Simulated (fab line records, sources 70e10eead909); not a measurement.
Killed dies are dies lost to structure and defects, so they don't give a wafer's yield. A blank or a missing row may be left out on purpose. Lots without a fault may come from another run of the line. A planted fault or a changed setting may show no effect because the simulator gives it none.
A struck lot beside a sound one | flow nand_harc | 15 steps out of a route of 1159
Sound: wafers L163.2, L163.4, L163.5. Struck: wafer L172.3. (L172.4, L172.5 of the same lot were not struck and are left out.) The cause comes at the end.
At each step with rows: each side's tool, then ch and its chambers, then its first start. Under that, the readings that differ: sound wafers | struck wafers | difference of the means | sigmas: that difference in standard deviations of wafers without a fault.
alike: readings whose means differ by less than 2 such deviations, and words and numbers that are the same on both sides. not compared: withheld readings, readings that some wafer has no value for, bounds like >300 that may hide the same value, and numbers for which the record gives no deviation and whose values overlap.
The two part at a step that has a row with sigmas, a row that says differs or no value, or rows on one side only. Numbers that don't overlap but have no deviation are shown without sigmas and don't part them. A reading that every wafer of one side lacks parts them only if that side has two wafers or more.

first, 8 steps without rows for these wafers: NHARC_A_ZERO_WELL_HMDS_03 (time 30 s); NHARC_A_ZERO_WELL_COAT_18 (time 65 s); NHARC_A_ZERO_WELL_COAT_04 (resist thk 600 nm); NHARC_A_ZERO_WELL_SOFTBAKE_05 (time 70 s); NHARC_A_ZERO_WELL_EBR_06; NHARC_A_ZERO_WELL_EXPOSE_07 (exposes mask A ZERO); NHARC_A_ZERO_WELL_PEB_08 (peb time 80 s); NHARC_A_ZERO_WELL_DEVELOP_09 (time 50 s).
NHARC_A_ZERO_WELL_CD_MEAS_10: target cd 2000 nm.
  sound on cd_sem-03 ch 0, day 6 13:11; struck on cd_sem-02 ch 0, day 9 04:55
  alike: cd_nm
then, 1 step without rows for these wafers: NHARC_A_ZERO_WELL_HARDBAKE_11 (time 65 s).
NHARC_A_ZERO_WELL_DESCUM_12: chemistry O2, time 3 s.
  sound on rie_diel-12 ch 1,2, day 6 13:22; struck on rie_diel-13 ch 3, day 9 05:05
  reading                         | sound                | struck | difference | sigmas
  showerhead_plenum_p_Torr (Torr) | 1.84 1.84 1.94       | 2.06   | +0.19      | +2
  throttle_valve_pct (%)          | 11.306 11.309 11.317 | 11.289 | -0.022     | -2
  alike: drypump_motor_current_A, o2_flow_sccm, oes_product_au, rf_vpp_V
  not compared: rf_hours_counter_h
NHARC_A_ZERO_WELL_ETCH_19: etches the open film in N2/H2, target depth 80 nm, overetch 24 nm, time 87.88 s.
  sound on rie_diel-12 ch 1,3, day 6 13:29; struck on rie_diel-13 ch 1, day 9 05:10
  alike: drypump_motor_current_A, oes_product_au, rf_vpp_V, showerhead_plenum_p_Torr, throttle_valve_pct
  not compared: rf_hours_counter_h
NHARC_A_ZERO_WELL_ETCH_13: etches the open film in HBr/Cl2, target depth 120 nm, time 40.1 s.
  sound on rie_si-06 ch 1,2,3, day 6 13:37; struck on rie_si-01 ch 0, day 9 05:17
  reading               | sound             | struck | difference | sigmas
  oes_product_au (a.u.) | 1.002 1.006 0.996 | 0.726  | -0.275     | -28
  alike: drypump_motor_current_A, throttle_valve_pct
  not compared: rf_hours_counter_h
then, 1 step without rows for these wafers: NHARC_A_ZERO_WELL_STRIP_14 (strips in SPM, time 900 s).
-- the record jumps here: 12 days lie between the struck wafers' starts before and after (it left off in module A_ZERO_WELL and takes up again in module END, whose first step shown is number 1159 of the route) --
NHARC_END_SORT_01:
  sound on prober-02 ch 0, day 19 13:23; struck on prober-01 ch 0, day 21 12:54
  alike: killed_at_array, killed_at_other, killed_at_periphery, killed_dies, killed_open, killed_short

WHERE THEY PART
First at NHARC_A_ZERO_WELL_DESCUM_12; last, within this record, at NHARC_A_ZERO_WELL_ETCH_13. Later steps at which nothing parts them and some readings are alike: NHARC_END_SORT_01.

WHY: what the simulator had put in
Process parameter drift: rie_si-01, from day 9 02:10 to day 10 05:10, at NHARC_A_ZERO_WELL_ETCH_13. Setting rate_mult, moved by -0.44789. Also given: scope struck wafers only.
